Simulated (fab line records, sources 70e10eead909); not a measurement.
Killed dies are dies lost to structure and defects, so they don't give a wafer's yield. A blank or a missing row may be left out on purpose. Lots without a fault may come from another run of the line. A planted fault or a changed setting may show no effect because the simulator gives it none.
Which tool did it? | flow nand_harc | 12 lots, 36 wafers sampled, at 5 steps of a route of 1302

WHAT THE GAUGES READ, wafer by wafer
NHARC_P_M1_INSPECT_11. Usual: raw_defect_count 4.5, standard deviation 2.7.
lot  | measured     | on                | raw_defect_count | flag
L374 | day 6 11:36  | defect_inspect-02 | 2 5 5            |
L375 | day 6 23:02  | defect_inspect-02 | 5 3 2            |
L376 | day 7 12:10  | defect_inspect-02 | 4 4 3            |
L377 | day 7 23:23  | defect_inspect-02 | 8 10 7           |
L378 | day 8 07:15  | defect_inspect-02 | 10 2 5           |
L381 | day 9 13:25  | defect_inspect-02 | 2 3 6            |
L384 | day 10 22:25 | defect_inspect-01 | 2 3 2            |
L386 | day 11 17:44 | defect_inspect-01 | 6 6 7            |
L387 | day 12 05:48 | defect_inspect-01 | 5 2 5            |
L388 | day 12 16:14 | defect_inspect-02 | 10 9 3           |
L389 | day 13 02:31 | defect_inspect-01 | 0 3 4            |
L396 | day 15 22:00 | defect_inspect-01 | 5 5 7            |

NHARC_END_SORT_01. Usual: defect_limited_yield 91.8 %, standard deviation 2.3; killed_at_array 51, standard deviation 16; killed_at_other 0.6, standard deviation 0.88; killed_at_periphery 4.0, standard deviation 2.6; killed_dies 55, standard deviation 16; killed_open 3.5, standard deviation 1.9; killed_short 2.3, standard deviation 1.6; sort_bin_2_pct 2.9 %, standard deviation 1.1; sort_bin_3_pct 0.6 %, standard deviation 0.41; sort_bin_4_pct 4.6 %, standard deviation 1.3; sort_n_pass 622, standard deviation 16; sort_rim_yield_pct 93 %, standard deviation 3.2; sort_yield_pct 91.8 %, standard deviation 2.3.
lot  | measured     | on        | defect_limited_yield (%) | killed_at_array | killed_at_other | killed_at_periphery | killed_dies | killed_open | killed_short | sort_bin_2_pct (%) | sort_bin_3_pct (%) | sort_bin_4_pct (%) | sort_n_pass | sort_rim_yield_pct (%) | sort_yield_pct (%) | flag
L374 | day 25 02:24 | prober-01 | 91.7 91.6 88.3           | 54 51 75        | 0 2 1           | 2 4 3               | 56 57 79    | 3 3 4       | 1 2 3        | 3.2 3.4 3.8        | 0.4 0.7 0.9        | 4.6 4.3 6.9        | 621 620 598 | 84 92 92               | 91.7 91.6 88.3     |
L375 | day 25 11:08 | prober-01 | 91.9 89.5 89.7           | 52 68 68        | 0 1 1           | 3 2 1               | 55 71 70    | 5 4 1       | 1 1 2        | 2.5 3.7 3.8        | 1.2 0.6 0.9        | 4.4 6.2 5.6        | 622 606 607 | 86 88 90               | 91.9 89.5 89.7     |
L376 | day 25 01:38 | prober-02 | 88.3 91.3 87.6           | 74 56 79        | 0 0 1           | 5 3 4               | 79 59 84    | 5 6 2       | 0 0 1        | 4.9 3.1 4.1        | 0.4 0.3 1.5        | 6.4 5.3 6.8        | 598 618 593 | 95 92 92               | 88.3 91.3 87.6     |
L377 | day 26 04:21 | prober-01 | 90.5 94.2 93.1           | 56 33 41        | 0 0 1           | 8 6 5               | 64 39 47    | 6 1 2       | 0 1 2        | 3.0 2.2 2.4        | 0.9 0.6 0.3        | 5.6 3.0 4.3        | 613 638 630 | 95 94 91               | 90.5 94.2 93.1     |
L378 | day 26 10:11 | prober-02 | 89.5 91.0 90.8           | 63 53 57        | 0 0 0           | 8 8 5               | 71 61 62    | 3 0 2       | 2 5 2        | 2.8 2.5 3.5        | 0.9 0.4 0.7        | 6.8 6.1 4.9        | 606 616 615 | 93 90 90               | 89.5 91.0 90.8     |
L381 | day 30 00:35 | prober-02 | 87.9 87.7 88.8           | 77 78 72        | 0 1 0           | 5 4 4               | 82 83 76    | 6 4 5       | 2 3 2        | 5.6 4.6 3.5        | 0.7 1.0 1.6        | 5.8 6.6 6.1        | 595 594 601 | 94 89 92               | 87.9 87.7 88.8     |
L384 | day 30 08:27 | prober-02 | 91.1 92.0 93.9           | 57 50 40        | 0 0 0           | 3 4 1               | 60 54 41    | 3 6 3       | 2 4 1        | 3.0 2.8 1.6        | 0.9 1.0 0.6        | 5.0 4.1 3.8        | 617 623 636 | 96 86 89               | 91.1 92.0 93.9     |
L386 | day 30 02:20 | prober-01 | 93.8 91.7 93.2           | 41 45 40        | 0 1 1           | 1 10 5              | 42 56 46    | 4 2 7       | 1 1 1        | 1.9 4.0 1.6        | 0.1 0.3 0          | 4.1 4.0 5.2        | 635 621 631 | 92 95 92               | 93.8 91.7 93.2     |
L387 | day 30 11:19 | prober-01 | 92.0 90.7 92.3           | 50 60 51        | 0 0 0           | 4 3 1               | 54 63 52    | 3 3 2       | 2 0 5        | 2.8 4.6 3.5        | 0.6 0.7 0.7        | 4.6 4.0 3.4        | 623 614 625 | 94 91 92               | 92.0 90.7 92.3     |
L388 | day 30 19:02 | prober-01 | 94.7 96.3 95.0           | 24 16 32        | 2 0 0           | 10 9 2              | 36 25 34    | 10 0 4      | 2 2 5        | 1.6 0.9 1.0        | 0.1 0.1 0          | 3.5 2.7 4.0        | 641 652 643 | 97 96 97               | 94.7 96.3 95.0     |
L389 | day 31 07:46 | prober-01 | 91.6 88.5 88.6           | 53 75 70        | 3 2 3           | 1 1 4               | 57 78 77    | 1 0 3       | 1 6 2        | 3.4 4.3 4.9        | 0.9 1.3 1.2        | 4.1 5.9 5.3        | 620 599 600 | 90 94 92               | 91.6 88.5 88.6     |
L396 | day 35 00:49 | prober-01 | 91.3 92.9 93.4           | 54 44 43        | 0 1 0           | 5 3 2               | 59 48 45    | 5 2 3       | 2 3 1        | 2.7 2.7 2.4        | 0.7 1.0 0.3        | 5.3 3.4 4.0        | 618 629 632 | 92 92 89               | 91.3 92.9 93.4     |

WHICH TOOL RAN EACH LOT (tool, then ch and the chambers of the sampled wafers, then the start)
lot  | NHARC_P_M1_DESCUM_14               | NHARC_P_M1_ETCH_15                            | NHARC_P_M1_STRIP_19
L374 | rie_diel-13 ch 0,1,2, day 6 11:40  | rie_diel-13 ch 0,1,3, day 6 12:25 or earlier  | wet_bench-10 ch 3,5,7, day 6 12:25
L375 | rie_diel-13 ch 0,1,2, day 6 23:05  | rie_diel-13 ch 0,2,3, day 6 23:54 or earlier  | wet_bench-08 ch 0,3,4, day 6 23:54
L376 | rie_diel-13 ch 0,1,3, day 7 12:14  | rie_diel-13 ch 0,1,3, day 7 12:59 or earlier  | wet_bench-10 ch 2,6,7, day 7 12:59
L377 | rie_diel-04 ch 0,1,3, day 7 23:26  | rie_diel-04 ch 1,2,3, day 8 00:12 or earlier  | wet_bench-08 ch 3,4,6, day 8 00:12
L378 | rie_diel-13 ch 1,3, day 8 07:19    | rie_diel-13 ch 0,1, day 8 08:05 or earlier    | wet_bench-08 ch 0,1,2, day 8 08:05
L381 | rie_diel-13 ch 0,1, day 9 13:30    | rie_diel-13 ch 1,3, day 9 14:21 or earlier    | wet_bench-10 ch 0,1,4, day 9 14:21
L384 | rie_diel-04 ch 1,3, day 10 22:29   | rie_diel-04 ch 1,2, day 10 23:14 or earlier   | wet_bench-08 ch 1,5,6, day 10 23:14
L386 | rie_diel-13 ch 0,3, day 11 17:47   | rie_diel-13 ch 1,3, day 11 18:43 or earlier   | wet_bench-10 ch 1,4,5, day 11 18:43
L387 | rie_diel-13 ch 0,1,3, day 12 05:52 | rie_diel-13 ch 0,1,2, day 12 06:37 or earlier | wet_bench-10 ch 0,3,5, day 12 06:37
L388 | rie_diel-13 ch 0,2,3, day 12 16:18 | rie_diel-13 ch 0,2, day 12 17:06 or earlier   | wet_bench-08 ch 1,5,6, day 12 17:06
L389 | rie_diel-13 ch 0,1, day 13 02:35   | rie_diel-13 ch 0,1,2, day 13 03:20 or earlier | wet_bench-10 ch 0,1,3, day 13 03:20
L396 | rie_diel-13 ch 0,2,3, day 15 22:05 | rie_diel-13 ch 0,2,3, day 15 22:55 or earlier | wet_bench-10 ch 1,4,6, day 15 22:55
- NHARC_P_M1_DESCUM_14: chemistry O2, time 3 s.
- NHARC_P_M1_ETCH_15: etches the open film in C4F8/Ar, target depth 182.5 nm, time 91.2 s.
- NHARC_P_M1_STRIP_19: strips in post etch residue remover, time 600 s.

WHAT THE TOOLS THEMSELVES READ (means of the sampled wafers that have a number; where no wafer has one, the mark that the record gives instead)
NHARC_P_M1_DESCUM_14. Usual: drypump_motor_current_A 5.75 A, standard deviation 0.27; oes_product_au 1.003 a.u., standard deviation 0.0078; rf_vpp_V 58.0 V, standard deviation 0.93; showerhead_plenum_p_Torr 1.94 Torr, standard deviation 0.087; throttle_valve_pct 11.310 %, standard deviation 0.0093.
lot  | tool        | drypump_motor_current_A (A) | oes_product_au (a.u.) | rf_vpp_V (V) | showerhead_plenum_p_Torr (Torr) | throttle_valve_pct (%) | flag
L374 | rie_diel-13 | 5.74                        | 1.002                 | 58.1         | 1.95                            | 11.316                 |
L375 | rie_diel-13 | 5.74                        | 1.002                 | 57.8         | 1.95                            | 11.315                 |
L376 | rie_diel-13 | 5.88                        | 1.005                 | 57.9         | 1.99                            | 11.306                 |
L377 | rie_diel-04 | 5.54                        | 1.000                 | 58.2         | 1.89                            | 11.322                 |
L378 | rie_diel-13 | 5.73                        | 1.001                 | 57.7         | 1.97                            | 11.303                 |
L381 | rie_diel-13 | 5.86                        | 1.002                 | 58.7         | 2.04                            | 11.305                 |
L384 | rie_diel-04 | 5.35                        | 0.990                 | 58.4         | 1.88                            | 11.306                 |
L386 | rie_diel-13 | 6.04                        | 1.010                 | 57.6         | 1.96                            | 11.306                 |
L387 | rie_diel-13 | 5.89                        | 1.019                 | 58.2         | 1.99                            | 11.314                 |
L388 | rie_diel-13 | 5.89                        | 1.001                 | 58.2         | 1.92                            | 11.312                 |
L389 | rie_diel-13 | 5.87                        | 1.007                 | 58.1         | 2.03                            | 11.306                 |
L396 | rie_diel-13 | 5.88                        | 1.003                 | 58.1         | 1.91                            | 11.315                 |

NHARC_P_M1_ETCH_15. Usual: oes_product_au 0.959 a.u., standard deviation 0.019; rf_vpp_V 441.5 V, standard deviation 2.9.
lot  | tool        | oes_product_au (a.u.) | rf_vpp_V (V) | flag
L374 | rie_diel-13 | 0.963                 | 443.0        |
L375 | rie_diel-13 | 0.966                 | 441.1        |
L376 | rie_diel-13 | 0.962                 | 443.2        |
L377 | rie_diel-04 | 0.978                 | 440.8        |
L378 | rie_diel-13 | 0.962                 | 443.8        |
L381 | rie_diel-13 | 0.960                 | 442.1        |
L384 | rie_diel-04 | 0.922                 | 438.8        |
L386 | rie_diel-13 | 0.944                 | 442.1        |
L387 | rie_diel-13 | 0.949                 | 441.7        |
L388 | rie_diel-13 | 0.939                 | 442.1        |
L389 | rie_diel-13 | 0.975                 | 442.2        |
L396 | rie_diel-13 | 0.957                 | 441.7        |

NHARC_P_M1_STRIP_19. Usual: bath_heat_duty_pct 13.4 %, standard deviation 1.6; run_length_s 603.0 s, standard deviation 1.
lot  | tool         | bath_heat_duty_pct (%) | run_length_s (s) | flag
L374 | wet_bench-10 | 13.1                   | 602.6            |
L375 | wet_bench-08 | 14.5                   | 603.5            |
L376 | wet_bench-10 | 13.1                   | 603.8            |
L377 | wet_bench-08 | 13.6                   | 602.7            |
L378 | wet_bench-08 | 13.7                   | 604.0            |
L381 | wet_bench-10 | 12.1                   | 603.3            |
L384 | wet_bench-08 | 14.0                   | 603.1            |
L386 | wet_bench-10 | 13.4                   | 602.7            |
L387 | wet_bench-10 | -                      | -                | OFF
L388 | wet_bench-08 | -                      | -                | OFF
L389 | wet_bench-10 | 12.8                   | 602.7            |
L396 | wet_bench-10 | 13.1                   | 603.4            |

THE ANSWER, worked out from the rows above alone
Rule: a lot is off if the mean of its wafers that have a number lies more than 3 standard deviations from the usual mean. A lot without any number at a reading at which 4 lots or more have one is off too. The other lots that the step has rows for count as sound. The gauges are gone through in route order, then the tools' own readings, and for those a lot's mean is taken as printed above. The first step at which some lot is off is used, and at that step the reading that is off furthest; a lot without a number counts as furthest.
Off: L387, L388, at NHARC_P_M1_STRIP_19 (bath_heat_duty_pct). Without a number there: L387, L388.
A tool fits if, at that step or a process step before it, it ran every lot that is off, and no sound lot after the first of them. NHARC_P_M1_ETCH_15 gives no start for some lots, so the hours and the order of its lots are those of NHARC_P_M1_STRIP_19. None of those tried fits.

WHAT THE SIMULATOR HAD PUT IN
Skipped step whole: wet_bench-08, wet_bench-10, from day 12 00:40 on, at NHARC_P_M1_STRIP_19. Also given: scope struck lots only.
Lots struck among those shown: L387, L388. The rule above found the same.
